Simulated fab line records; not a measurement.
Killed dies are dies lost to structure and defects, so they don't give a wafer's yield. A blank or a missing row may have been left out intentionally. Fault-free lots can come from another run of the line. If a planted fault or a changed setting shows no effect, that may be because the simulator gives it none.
Chamber matching ; flow n5 finfet ; N5_BEOL_M3_DESCUM_33 on rie diel-02 has 4 sister chambers
The step chemistry O2, time 7 s. 24 wafers are shown with their chamber, then 12 later ones without.

== WAFERS, EACH WITH ITS CHAMBER ==
wafer;chamber;drypump motor current A (A);throttle valve pct (%);showerhead plenum p Torr (Torr)
L077.3;1;5.7;20.25;2.02
L077.4;3;5.4;20.65;2.09
L077.6;2;6.4;20.76;2.12
L079.2;3;5.4;20.65;2.09
L079.4;1;5.7;20.28;2.02
L079.6;0;5.4;20.10;2.07
L083.1;1;5.7;20.30;2.02
L083.3;0;5.4;20.09;2.07
L083.5;2;6.4;20.77;2.12
L085.1;3;5.4;20.68;2.09
L085.4;2;6.4;20.76;2.12
L085.5;0;5.4;20.08;2.07
L088.2;2;6.5;20.78;2.12
L088.4;1;5.7;20.28;2.02
L088.6;2;6.4;20.79;2.12
L086.2;0;5.4;20.11;2.07
L086.5;0;5.4;20.11;2.07
L086.6;1;5.7;20.29;2.02
L087.1;0;5.4;20.13;2.07
L087.4;1;5.7;20.28;2.02
L087.5;2;6.4;20.78;2.12
L089.2;2;6.4;20.78;2.11
L089.4;3;5.4;20.67;2.08
L089.6;0;5.4;20.10;2.07

SIGNATURES, as means of the wafers listed above
reading;chamber 0;chamber 1;chamber 2;chamber 3;scatter within a chamber
drypump motor current A;5.400;5.700;6.414;5.400;0.0207
throttle valve pct;20.1029;20.2800;20.7743;20.6625;0.0148
showerhead plenum p Torr;2.0700;2.0200;2.1186;2.0875;0.00283
Rule: distance of a wafer from a chamber = root of the sum over the readings of ((wafer's reading minus chamber's mean) / reading's scatter) squared. If the next closest chamber is less than 2 further off than the closest, the wafer can't be placed; otherwise it belongs to the closest. The scatter: the root of (the sum of the squares of (reading less its chamber's mean) over the shown wafers, divided by (wafers less chambers)).

== WAFERS MISSING THEIR CHAMBER ==
wafer;drypump motor current A (A);throttle valve pct (%);showerhead plenum p Torr (Torr)
L090.3;5.7;20.31;2.01
L090.5;5.4;20.68;2.08
L090.6;6.4;20.79;2.11
L093.2;5.4;20.68;2.08
L093.4;5.7;20.30;2.01
L093.5;6.4;20.80;2.11
L096.1;6.5;20.80;2.11
L096.2;5.7;20.31;2.01
L096.3;5.4;20.13;2.06
L097.1;5.7;20.32;2.01
L097.2;6.4;20.81;2.11
L097.6;6.4;20.82;2.11

== CHAMBER TAKEN BY EACH ==
wafer;from the rows above;in truth
L090.3;1;1
L090.5;3;3
L090.6;2;2
L093.2;3;3
L093.4;1;1
L093.5;2;2
L096.1;2;2
L096.2;1;1
L096.3;0;0
L097.1;1;1
L097.2;2;2
L097.6;2;2
Placed correctly: 12 of 12. From these rows, 0 cannot be placed. 0 placed wrongly.
